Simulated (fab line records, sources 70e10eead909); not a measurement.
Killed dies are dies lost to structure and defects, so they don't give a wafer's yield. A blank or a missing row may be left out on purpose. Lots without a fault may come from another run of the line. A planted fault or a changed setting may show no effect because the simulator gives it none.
A struck lot beside a sound one | flow nand_harc | 15 steps out of a route of 1302
Sound: wafers L240.1, L240.2, L240.6. Struck: wafers L249.4, L249.5. (L249.3 of the same lot was not struck and is left out.) The cause comes at the end.
At each step with rows: each side's tool, then ch and its chambers, then its first start. Under that, the readings that differ: sound wafers | struck wafers | difference of the means | sigmas: that difference in standard deviations of wafers without a fault.
alike: readings whose means differ by less than 2 such deviations, and words and numbers that are the same on both sides. not compared: withheld readings, readings that some wafer has no value for, bounds like >300 that may hide the same value, and numbers for which the record gives no deviation and whose values overlap.
The two part at a step that has a row with sigmas, a row that says differs or no value, or rows on one side only. Numbers that don't overlap but have no deviation are shown without sigmas and don't part them. A reading that every wafer of one side lacks parts them only if that side has two wafers or more.

first, 3 steps without rows for these wafers: NHARC_A_CHANNEL_HOLE_D2_STRIP_28 (strips in O2); NHARC_A_CHANNEL_HOLE_D2_PRECLEAN_29 (cleans in SC1); NHARC_A_CHANNEL_HOLE_D2_SRD_30.
NHARC_A_CHANNEL_HOLE_D2_CD_MEAS_31:
  sound on cd_sem-02, day 12 20:26; struck on cd_sem-03, day 16 13:28
  alike: cd_nm
NHARC_A_CHANNEL_HOLE_D2_XSEM_32:
  sound on xsem-02 ch 0, day 12 20:32; struck on xsem-02 ch 0, day 16 13:34
  alike: bot_cd_nm, bow_nm, tilt_deg
NHARC_A_CHANNEL_HOLE_D2_INSPECT_40:
  sound on defect_inspect-01, day 12 20:38; struck on defect_inspect-02, day 16 13:39
  alike: raw_defect_count
then, 2 steps without rows for these wafers: NHARC_A_CHANNEL_FILL_D2_PRECLEAN_00 (cleans in SC1); NHARC_A_CHANNEL_FILL_D2_SRD_01.
NHARC_A_CHANNEL_FILL_D2_ALD_02: deposits SiO2, target thk 6 nm, pulse time 10 s, ald cycles 60.
  sound on ald_hk-04 ch 1,2,3, day 12 20:54; struck on ald_hk-01 ch 1,3, day 16 13:50
  alike: heater_power_outer_w, heater_power_w, precursor_pulse_height_rel
  not compared: ald_cycles
NHARC_A_CHANNEL_FILL_D2_ALD_03: deposits SiNx, target thk 6 nm, pulse time 60 s, ald cycles 58.
  sound on ald_sin_batch-03 ch 0; struck on ald_sin_batch-01 ch 0
  alike: precursor_pulse_height_rel
  not compared: ald_cycles
NHARC_A_CHANNEL_FILL_D2_ALD_14: deposits SiO2, target thk 2.5 nm, pulse time 10 s, ald cycles 25.
  sound on ald_hk-01 ch 0,1,3, day 13 03:54; struck on ald_hk-03 ch 0,1, day 16 20:57
  alike: heater_power_outer_w, heater_power_w, precursor_pulse_height_rel
  not compared: ald_cycles
NHARC_A_CHANNEL_FILL_D2_ALD_15: deposits SiNx, target thk 2 nm, pulse time 60 s, ald cycles 19.
  sound on ald_sin_batch-02 ch 0; struck on ald_sin_batch-01 ch 0
  alike: precursor_pulse_height_rel
  not compared: ald_cycles
NHARC_A_CHANNEL_FILL_D2_ALD_16: deposits SiO2, target thk 1.5 nm, pulse time 10 s, ald cycles 15.
  sound on ald_hk-03 ch 0,2,3, day 13 09:04; struck on ald_hk-04 ch 2,3, day 17 02:02
  reading    | sound    | struck | difference | sigmas
  ald_cycles | 15 15 15 | 17 17  | +2         |
  alike: heater_power_outer_w, heater_power_w, precursor_pulse_height_rel
then, 1 step without rows for these wafers: NHARC_A_CHANNEL_FILL_D2_ANNEAL_17 (time 1800 s).
-- the record jumps here: 15 days lie between the struck wafers' starts before and after (it left off in module A_CHANNEL_FILL_D2 and takes up again in module END, whose first step shown is number 1302 of the route) --
NHARC_END_SORT_01:
  sound on prober-02 ch 0, day 24 00:10; struck on prober-01 ch 0, day 32 01:28
  alike: killed_at_array, killed_at_other, killed_at_periphery, killed_dies, killed_open, killed_short

WHERE THEY PART
Nowhere in this record.

WHY: what the simulator had put in
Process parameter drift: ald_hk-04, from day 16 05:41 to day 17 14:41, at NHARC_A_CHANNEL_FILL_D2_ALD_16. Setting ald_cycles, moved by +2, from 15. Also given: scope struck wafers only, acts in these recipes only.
